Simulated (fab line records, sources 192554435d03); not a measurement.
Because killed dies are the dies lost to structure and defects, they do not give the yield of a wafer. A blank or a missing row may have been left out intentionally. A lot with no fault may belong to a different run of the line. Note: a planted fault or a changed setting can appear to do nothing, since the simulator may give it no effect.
Chamber matching	flow n5_finfet	N5_BEOL_M9_PECVD_70 on pecvd-03: 3 sister chambers
The step deposits SiO2 from TEOS/O2, target thk 20 nm, time 22.7 s. 22 wafers are shown with their chamber, then 11 later ones without.

## EACH WAFER AND ITS CHAMBER
wafer	chamber	throttle_valve_pct (%)	heater_power_w (W)	showerhead_plenum_p_Torr (Torr)
L074.3	1	20.4	744	8.74
L074.5	0	22.0	657	8.78
L074.6	1	20.8	730	8.73
L076.3	1	20.5	744	8.73
L076.4	2	22.6	582	8.76
L076.6	0	22.0	654	8.78
L082.1	0	21.8	711	8.75
L082.2	1	20.7	752	8.72
L082.3	2	22.5	573	8.77
L086.2	0	22.0	781	8.74
L086.3	2	22.6	508	8.79
L086.5	0	22.0	785	8.75
L087.3	0	22.0	833	8.78
L087.4	2	22.7	507	8.77
L087.5	0	21.9	817	8.78
L090.2	1	20.8	867	8.69
L090.5	1	20.7	879	8.71
L090.6	0	22.1	810	8.76
L088.1	2	22.8	589	8.78
L088.3	0	22.1	787	8.79
L088.5	0	22.1	790	8.75
L089.1	2	22.7	546	8.80

SIGNATURES (averages over the wafers above)
reading	chamber 0	chamber 1	chamber 2	scatter within a chamber
throttle_valve_pct	22.000	20.650	22.650	0.119
heater_power_w	762.50	786.00	550.83	59.7
showerhead_plenum_p_Torr	8.7660	8.7200	8.7783	0.017
Rule: for each reading, subtract the chamber's mean from the wafer's reading, divide by that reading's scatter and square the result; add these up over the readings and take the root, which gives the wafer's distance from the chamber. If the next closest chamber is less than 2 further off than the closest, the wafer can't be placed; otherwise it belongs to the closest. The scatter is the square root of a quotient: the sum, over the shown wafers, of each reading's squared deviation from its chamber's mean, divided by wafers minus chambers.

## WAFERS WHOSE CHAMBER IS MISSING
wafer	throttle_valve_pct (%)	heater_power_w (W)	showerhead_plenum_p_Torr (Torr)
L089.5	20.3	809	8.71
L089.6	22.8	559	8.77
L091.1	20.5	804	8.72
L091.2	21.8	687	8.77
L091.6	22.6	585	8.76
L095.2	22.3	809	8.76
L095.3	22.5	497	8.76
L095.5	22.9	503	8.77
L097.1	22.2	640	8.77
L097.3	20.5	731	8.71
L097.5	21.8	666	8.77

## WHICH CHAMBER EACH WENT THROUGH
wafer	from the rows above	in truth
L089.5	1	1
L089.6	2	2
L091.1	1	1
L091.2	0	0
L091.6	2	2
L095.2	0	0
L095.3	2	2
L095.5	2	2
L097.1	can't be placed: 0 or 2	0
L097.3	1	1
L097.5	0	0
10 of 11 placed correctly. Unplaceable from these rows: 1, with the true chamber sitting among the candidates in 1. 0 placed wrongly.
